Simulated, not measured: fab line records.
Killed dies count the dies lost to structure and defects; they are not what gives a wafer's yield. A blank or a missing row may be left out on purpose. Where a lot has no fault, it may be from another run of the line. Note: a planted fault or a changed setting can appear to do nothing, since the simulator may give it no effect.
Which tool is to blame?	flow n5_finfet	72 wafers from 24 lots sampled at 5 of the route's 1938 steps

== WHAT EACH GAUGE READ, for each wafer ==
N5_BEOL_M15_INSPECT_55: inspects for defects (darkfield). Usual: raw_defect_count 72, standard deviation 22.
lot	measured	on	raw_defect_count	flag
L076	day 11 20:33	defect_inspect-02	111 66 120	
L075	day 12 08:07	defect_inspect-02	46 36 53	
L074	day 12 08:56	defect_inspect-01	44 52 70	
L077	day 12 16:19	defect_inspect-02	112 91 99	
L080	day 13 06:32	defect_inspect-02	36 62 53	
L078	day 13 08:29	defect_inspect-01	51 54 57	
L079	day 13 08:58	defect_inspect-01	47 63 63	
L081	day 13 18:10	defect_inspect-02	138 60 85	
L083	day 14 09:38	defect_inspect-02	48 73 61	
L084	day 14 15:11	defect_inspect-01	80 96 99	
L082	day 14 15:40	defect_inspect-02	44 63 102	
L085	day 14 20:43	defect_inspect-02	92 62 82	
L086	day 15 15:08	defect_inspect-01	72 69 55	
L087	day 15 17:35	defect_inspect-01	86 75 91	
L089	day 16 08:29	defect_inspect-02	103 70 55	
L088	day 16 09:02	defect_inspect-02	58 77 46	
L093	day 16 14:27	defect_inspect-01	63 91 127	
L090	day 16 22:59	defect_inspect-02	79 42 46	
L091	day 17 00:46	defect_inspect-01	56 72 103	
L092	day 17 01:20	defect_inspect-02	127 61 80	
L094	day 17 04:50	defect_inspect-02	89 93 77	
L095	day 17 14:55	defect_inspect-01	53 103 32	
L097	day 18 16:53	defect_inspect-02	38 53 61	
L096	day 18 17:04	defect_inspect-01	62 91 60	

N5_MIM_BOT_LITHO_INSPECT_12: inspects for defects (macro). Usual: raw_defect_count 2.1, standard deviation 1.5.
lot	measured	on	raw_defect_count	flag
L076	day 12 01:41	defect_inspect-01	2 1 2	
L075	day 12 13:05	defect_inspect-02	1 1 6	
L074	day 12 13:46	defect_inspect-02	2 2 2	
L077	day 12 21:03	defect_inspect-02	0 0 2	
L080	day 13 11:58	defect_inspect-02	2 0 3	
L078	day 13 16:19	defect_inspect-01	4 5 1	
L079	day 13 16:28	defect_inspect-02	2 1 1	
L081	day 14 00:13	defect_inspect-01	1 2 0	
L083	day 14 15:13	defect_inspect-02	3 4 3	
L084	day 14 20:28	defect_inspect-01	2 2 5	
L082	day 14 20:50	defect_inspect-02	0 3 5	
L085	day 15 03:36	defect_inspect-02	2 1 0	
L086	day 15 19:52	defect_inspect-02	1 2 2	
L087	day 15 23:00	defect_inspect-02	0 1 5	
L089	day 16 14:08	defect_inspect-01	5 2 4	
L088	day 16 14:42	defect_inspect-01	1 2 4	
L093	day 16 17:55	defect_inspect-02	1 3 2	
L090	day 17 02:52	defect_inspect-01	3 0 0	
L091	day 17 05:17	defect_inspect-02	3 3 4	
L092	day 17 08:24	defect_inspect-02	2 2 1	
L094	day 17 10:49	defect_inspect-01	2 2 0	
L095	day 17 20:00	defect_inspect-02	3 4 1	
L097	day 18 20:44	defect_inspect-01	1 0 4	
L096	day 18 21:28	defect_inspect-02	3 3 1	

== WHAT TOOL EACH LOT RAN ON (gives the tool, then ch and the chambers of the sampled wafers, and finally the start) ==
lot	N5_BEOL_M15_PRE_CLEAN_42	N5_BEOL_M15_SPUTTER_45	N5_BEOL_M15_CMP_49
L076	pvd_sputter-02, day 11 19:13	pvd_sputter-02, day 11 19:25	cmp-02 ch 1,2,3, day 11 20:06
L075	pvd_sputter-02, day 12 02:59	pvd_sputter-02, day 12 03:11	cmp-02 ch 0,1,3, day 12 07:40
L074	pvd_sputter-02, day 12 03:47	pvd_sputter-02, day 12 03:59	cmp-03 ch 1,2, day 12 08:29
L077	pvd_sputter-03, day 12 10:28	pvd_sputter-03, day 12 10:41	cmp-02 ch 1,2, day 12 15:52
L080	pvd_sputter-03, day 13 02:10	pvd_sputter-03, day 13 02:22	cmp-04 ch 0,2, day 13 06:05
L078	pvd_sputter-03, day 13 05:23	pvd_sputter-03, day 13 05:35	cmp-02 ch 0,2,3, day 13 08:04
L079	pvd_sputter-01, day 13 05:23	pvd_sputter-01, day 13 05:35	cmp-03 ch 0,1,2, day 13 08:29
L081	pvd_sputter-02, day 13 16:17	pvd_sputter-02, day 13 16:29	cmp-04 ch 1,2,3, day 13 17:41
L083	pvd_sputter-03, day 14 07:54	pvd_sputter-03, day 14 08:06	cmp-03 ch 0,1,2, day 14 09:18
L084	pvd_sputter-02, day 14 13:52	pvd_sputter-02, day 14 14:04	cmp-04 ch 1,2, day 14 14:43
L082	pvd_sputter-02, day 14 14:13	pvd_sputter-02, day 14 14:25	cmp-03 ch 0,2,3, day 14 15:13
L085	pvd_sputter-01, day 14 19:19	pvd_sputter-01, day 14 19:31	cmp-04 ch 0,3, day 14 20:16
L086	pvd_sputter-03, day 15 13:50	pvd_sputter-03, day 15 14:02	cmp-02 ch 0,1,2, day 15 14:46
L087	pvd_sputter-02, day 15 16:16	pvd_sputter-02, day 15 16:28	cmp-04 ch 2,3, day 15 17:11
L089	pvd_sputter-03, day 16 07:11	pvd_sputter-03, day 16 07:23	cmp-02 ch 0,3, day 16 08:04
L088	pvd_sputter-01, day 16 07:11	pvd_sputter-01, day 16 07:23	cmp-02 ch 1,2,3, day 16 08:39
L093	pvd_sputter-03, day 16 13:08	pvd_sputter-03, day 16 13:20	cmp-04 ch 1,2,3, day 16 14:00
L090	pvd_sputter-01, day 16 21:14	pvd_sputter-01, day 16 21:26	cmp-04 ch 1,2,3, day 16 22:28
L091	pvd_sputter-01, day 16 23:26	pvd_sputter-01, day 16 23:38	cmp-02 ch 0,1,2, day 17 00:17
L092	pvd_sputter-03, day 17 00:02	pvd_sputter-03, day 17 00:14	cmp-04 ch 0,1,2, day 17 00:58
L094	pvd_sputter-01, day 17 03:30	pvd_sputter-01, day 17 03:42	cmp-03 ch 0,1, day 17 04:22
L095	pvd_sputter-02, day 17 13:30	pvd_sputter-02, day 17 13:42	cmp-02 ch 0,1, day 17 14:23
L097	pvd_sputter-01, day 18 15:08	pvd_sputter-01, day 18 15:20	cmp-03 ch 0,3, day 18 16:26
L096	pvd_sputter-02, day 18 15:28	pvd_sputter-02, day 18 15:40	cmp-04 ch 0,2,3, day 18 16:37
- N5_BEOL_M15_PRE_CLEAN_42: time 30 s.
- N5_BEOL_M15_SPUTTER_45: material Cu, target thk 100 nm, time 16.67 s.
- N5_BEOL_M15_CMP_49: polishes, stops on SiO2, t overpolish 4.9 s, target thk 850 nm.

== AS READ BY THE TOOLS THEMSELVES (means over the sampled wafers that have a number; for cases with no such wafer, the mark the record gives instead) ==
N5_BEOL_M15_PRE_CLEAN_42. Usual: heater_power_w 518 W, standard deviation 49; susceptor_temp_C 299.99 C, standard deviation 0.2.
lot	tool	heater_power_w (W)	susceptor_temp_C (C)	flag
L076	pvd_sputter-02	503	299.92	
L075	pvd_sputter-02	454	300.34	
L074	pvd_sputter-02	553	299.87	
L077	pvd_sputter-03	510	300.07	
L080	pvd_sputter-03	521	299.96	
L078	pvd_sputter-03	499	299.87	
L079	pvd_sputter-01	521	299.84	
L081	pvd_sputter-02	510	300.02	
L083	pvd_sputter-03	494	300.00	
L084	pvd_sputter-02	500	300.02	
L082	pvd_sputter-02	487	300.18	
L085	pvd_sputter-01	559	299.96	
L086	pvd_sputter-03	462	299.98	
L087	pvd_sputter-02	538	299.96	
L089	pvd_sputter-03	514	299.95	
L088	pvd_sputter-01	546	300.03	
L093	pvd_sputter-03	514	299.90	
L090	pvd_sputter-01	554	300.12	
L091	pvd_sputter-01	514	299.93	
L092	pvd_sputter-03	523	299.98	
L094	pvd_sputter-01	516	300.07	
L095	pvd_sputter-02	539	299.87	
L097	pvd_sputter-01	521	300.13	
L096	pvd_sputter-02	501	300.21	

N5_BEOL_M15_SPUTTER_45. Usual: chuck_gas_flow_sccm 1.26 sccm, standard deviation 0.05; susceptor_temp_C -20.00 C, standard deviation 0.11; throttle_valve_pct 30.0 %, standard deviation 0.84.
lot	tool	chuck_gas_flow_sccm (sccm)	susceptor_temp_C (C)	throttle_valve_pct (%)	flag
L076	pvd_sputter-02	1.21	-20.01	29.9	
L075	pvd_sputter-02	1.24	-20.02	29.9	
L074	pvd_sputter-02	1.27	-19.98	29.7	
L077	pvd_sputter-03	1.25	-20.05	30.3	
L080	pvd_sputter-03	1.26	-20.02	30.3	
L078	pvd_sputter-03	1.21	-20.00	29.7	
L079	pvd_sputter-01	1.27	-19.98	29.4	
L081	pvd_sputter-02	1.25	-19.94	30.0	
L083	pvd_sputter-03	1.30	-20.00	30.0	
L084	pvd_sputter-02	1.26	-19.97	29.8	
L082	pvd_sputter-02	1.32	-20.02	29.9	
L085	pvd_sputter-01	1.28	-19.97	29.7	
L086	pvd_sputter-03	1.24	-19.93	29.7	
L087	pvd_sputter-02	1.26	-19.89	30.1	
L089	pvd_sputter-03	1.26	-19.96	31.0	
L088	pvd_sputter-01	1.28	-19.92	29.8	
L093	pvd_sputter-03	1.27	-20.05	30.3	
L090	pvd_sputter-01	1.25	-20.10	29.8	
L091	pvd_sputter-01	1.28	-19.97	29.4	
L092	pvd_sputter-03	1.23	-19.99	30.9	
L094	pvd_sputter-01	1.22	-20.04	29.3	
L095	pvd_sputter-02	1.26	-20.03	30.1	
L097	pvd_sputter-01	1.26	-20.03	29.2	
L096	pvd_sputter-02	1.26	-20.08	30.0	

N5_BEOL_M15_CMP_49. Usual: barrier_field_endpoint_s 11.4 s, standard deviation 0.37; clearing_platen_rpm 80.00 rpm, standard deviation 0.041; motor_current_A 8.4 A, standard deviation 1.1; overpolish_run_s 4.900 s, standard deviation 0.0092; slurry_filter_dp_kPa 13.49 kPa, standard deviation 0.14.
lot	tool	barrier_field_endpoint_s (s)	clearing_platen_rpm (rpm)	motor_current_A (A)	overpolish_run_s (s)	slurry_filter_dp_kPa (kPa)	flag
L076	cmp-02	11.4	80.00	7.9	4.891	13.62	
L075	cmp-02	11.0	80.03	9.0	4.907	13.48	
L074	cmp-03	11.2	79.96	7.9	4.902	13.55	
L077	cmp-02	10.9	79.94	7.7	4.898	13.52	
L080	cmp-04	11.9	79.99	8.7	4.894	13.52	
L078	cmp-02	11.2	80.01	8.5	4.892	13.39	
L079	cmp-03	11.2	80.00	7.4	4.894	13.49	
L081	cmp-04	11.5	79.96	8.4	4.899	13.39	
L083	cmp-03	11.5	80.00	7.6	4.904	13.36	
L084	cmp-04	11.8	80.00	8.3	4.896	13.51	
L082	cmp-03	11.4	80.00	7.7	4.896	13.64	
L085	cmp-04	11.4	80.00	8.6	4.895	13.44	
L086	cmp-02	11.0	80.03	8.5	4.905	13.42	
L087	cmp-04	11.7	80.04	9.6	4.895	13.59	
L089	cmp-02	11.1	80.00	9.6	4.899	13.45	
L088	cmp-02	11.7	80.01	8.2	4.900	13.67	
L093	cmp-04	11.0	80.01	8.7	4.897	13.60	
L090	cmp-04	11.7	80.04	8.6	4.899	13.47	
L091	cmp-02	11.8	80.04	8.3	4.897	13.51	
L092	cmp-04	11.5	80.01	8.1	4.907	13.42	
L094	cmp-03	11.2	79.99	7.9	4.905	13.50	
L095	cmp-02	11.2	79.99	8.9	4.899	13.42	
L097	cmp-03	11.6	79.99	8.0	4.901	13.42	
L096	cmp-04	12.0	79.98	8.9	4.906	13.58	

== THE ANSWER, worked out from the rows above alone ==
Rule: a lot counts as off when the mean over its wafers that have a number is more than 3 standard deviations away from the usual mean. Also off: a lot with no number at a reading for which 4 or more lots have one. Any other lot the step has rows for is counted as sound. After the gauges, taken in route order, come the tools' own readings; for these a lot's mean is taken, as printed above. The first step at which some lot is off is used, and at that step the reading that is off furthest; a lot without a number counts as furthest.
No lot is off on any of the readings shown, so nothing can be concluded from this.

== WHAT THE SIMULATOR HAD INSERTED ==
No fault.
